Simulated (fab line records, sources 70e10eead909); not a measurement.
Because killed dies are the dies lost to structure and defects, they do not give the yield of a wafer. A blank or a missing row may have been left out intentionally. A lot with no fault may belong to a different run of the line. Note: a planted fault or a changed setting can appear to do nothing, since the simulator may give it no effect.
Chamber matching || flow nand-harc || NHARC_P_BONDPAD_ETCH_24 on rie-diel-12 has 4 sister chambers
The step etches the open film in CF4/N2, target depth 30 nm, time 72.99 s. 4 wafers are shown with their chamber, then 9 later ones without.

WAFERS, EACH WITH ITS CHAMBER
{"wafer": "L745.4", "chamber": 1, "drypump-motor-current-A (A)": 5.5}
{"wafer": "L748.1", "chamber": 0, "drypump-motor-current-A (A)": 5.9}
{"wafer": "L746.1", "chamber": 2, "drypump-motor-current-A (A)": 6.0}
{"wafer": "L746.4", "chamber": 3, "drypump-motor-current-A (A)": 4.8}

WAFERS WHOSE CHAMBER IS MISSING
{"wafer": "L746.5", "drypump-motor-current-A (A)": 4.8}
{"wafer": "L753.2", "drypump-motor-current-A (A)": 5.9}
{"wafer": "L753.3", "drypump-motor-current-A (A)": 5.5}
{"wafer": "L753.6", "drypump-motor-current-A (A)": 6.0}
{"wafer": "L757.2", "drypump-motor-current-A (A)": 5.9}
{"wafer": "L757.5", "drypump-motor-current-A (A)": 4.8}
{"wafer": "L757.6", "drypump-motor-current-A (A)": 5.9}
{"wafer": "L758.5", "drypump-motor-current-A (A)": 4.8}
{"wafer": "L760.5", "drypump-motor-current-A (A)": 5.4}

THE CHAMBER EACH PASSED THROUGH
{"wafer": "L746.5", "from the rows above": 3, "in truth": 3}
{"wafer": "L753.2", "from the rows above": 0, "in truth": 0}
{"wafer": "L753.3", "from the rows above": 1, "in truth": 1}
{"wafer": "L753.6", "from the rows above": 2, "in truth": 2}
{"wafer": "L757.2", "from the rows above": 0, "in truth": 0}
{"wafer": "L757.5", "from the rows above": 3, "in truth": 3}
{"wafer": "L757.6", "from the rows above": 0, "in truth": 0}
{"wafer": "L758.5", "from the rows above": 3, "in truth": 3}
{"wafer": "L760.5", "from the rows above": 1, "in truth": 1}
Placed correctly: 9 of 9. Number that these rows cannot place: 0. Number placed wrongly: 0.
How it was worked out, from the rows above alone: a wafer's distance from a chamber is the root of the sum, over the readings, of the square of ((its reading less the chamber's mean) divided by the reading's scatter). The wafer belongs to the nearest chamber; if the next one is less than 2 further off, it can't be placed. The mean given for a chamber averages the wafers shown for that chamber. The scatter: root of mean squared gap, hidden wafer to nearest shown wafer, with one shown wafer a chamber.
